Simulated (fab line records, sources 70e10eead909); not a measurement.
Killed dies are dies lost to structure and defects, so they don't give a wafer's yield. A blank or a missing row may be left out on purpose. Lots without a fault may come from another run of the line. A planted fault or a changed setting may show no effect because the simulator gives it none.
A struck lot beside a sound one | flow nand_harc | 14 steps out of a route of 1302
Sound: wafers L771.1, L771.3, L771.5. Struck: wafers L769.2, L769.4, L769.6. The cause comes at the end.
At each step with rows: each side's tool, then ch and its chambers, then its first start. Under that, the readings that differ: sound wafers | struck wafers | difference of the means | sigmas: that difference in standard deviations of wafers without a fault.
alike: readings whose means differ by less than 2 such deviations, and words and numbers that are the same on both sides. not compared: withheld readings, readings that some wafer has no value for, bounds like >300 that may hide the same value, and numbers for which the record gives no deviation and whose values overlap.
The two part at a step that has a row with sigmas, a row that says differs or no value, or rows on one side only. Numbers that don't overlap but have no deviation are shown without sigmas and don't part them. A reading that every wafer of one side lacks parts them only if that side has two wafers or more.

first, 1 step without rows for these wafers: NHARC_A_ONON_D2_DEP_19 (target thk 1000 nm).
NHARC_A_ONON_D2_THK_MEAS_21: measures by ellipsometry.
  sound on film_metro-01, day 14 13:10; struck on film_metro-02, day 13 11:50
  reading     | sound          | struck      | difference | sigmas
  thk_nm (nm) | 1012 1008 1011 | 983 984 982 | -27        | -2
then, 1 step without rows for these wafers: NHARC_A_ONON_D2_DEP_22 (target thk 1000 nm).
NHARC_A_ONON_D2_THK_MEAS_24: measures by ellipsometry.
  sound on film_metro-02, day 14 13:43; struck on film_metro-02, day 13 12:25
  alike: thk_nm
then, 1 step without rows for these wafers: NHARC_A_ONON_D2_DEP_25 (target thk 1000 nm).
NHARC_A_ONON_D2_THK_MEAS_27: measures by ellipsometry.
  sound on film_metro-02, day 14 14:17; struck on film_metro-01, day 13 12:58
  alike: thk_nm
then, 1 step without rows for these wafers: NHARC_A_ONON_D2_DEP_28 (target thk 1000 nm).
NHARC_A_ONON_D2_THK_MEAS_30: measures by ellipsometry.
  sound on film_metro-02, day 14 14:52; struck on film_metro-02, day 13 13:32
  alike: thk_nm
NHARC_A_ONON_D2_DEP_33: deposits SiO2, target thk 200 nm.
  sound on pecvd-04 ch 0,1, day 14 14:55; struck on pecvd-04 ch 0,2, day 13 13:36
  alike: heater_power_outer_w, heater_power_w, mfc_precursor_sccm, throttle_valve_pct
NHARC_A_ONON_D2_THK_MEAS_34: measures by ellipsometry.
  sound on film_metro-01, day 14 15:20; struck on film_metro-02, day 13 14:01
  alike: thk_nm
NHARC_A_ONON_D2_INSPECT_32:
  sound on defect_inspect-02, day 14 15:25; struck on defect_inspect-02, day 13 14:05
  alike: raw_defect_count
NHARC_A_CHANNEL_HOLE_D2_DEP_00: deposits aC, target thk 3100 nm.
  sound on acl_dep-01 ch 0, day 14 17:13; struck on acl_dep-01 ch 0, day 13 17:21
  alike: throttle_valve_pct
NHARC_A_CHANNEL_HOLE_D2_DEP_01: deposits SiON, target thk 140 nm.
  sound on pecvd-02 ch 0,1,2, day 14 19:09; struck on pecvd-04 ch 0,1, day 13 18:56
  alike: heater_power_outer_w, heater_power_w
-- the record jumps here: 11 days lie between the struck wafers' starts before and after (it left off in module A_CHANNEL_HOLE_D2 and takes up again in module END, whose first step shown is number 1302 of the route) --
NHARC_END_SORT_01:
  the record has rows for the struck wafers here (prober-02 ch 0, day 24 19:29) and none for the sound ones

WHERE THEY PART
First at NHARC_A_ONON_D2_THK_MEAS_21; last, within this record, at NHARC_END_SORT_01.

WHY: what the simulator had put in
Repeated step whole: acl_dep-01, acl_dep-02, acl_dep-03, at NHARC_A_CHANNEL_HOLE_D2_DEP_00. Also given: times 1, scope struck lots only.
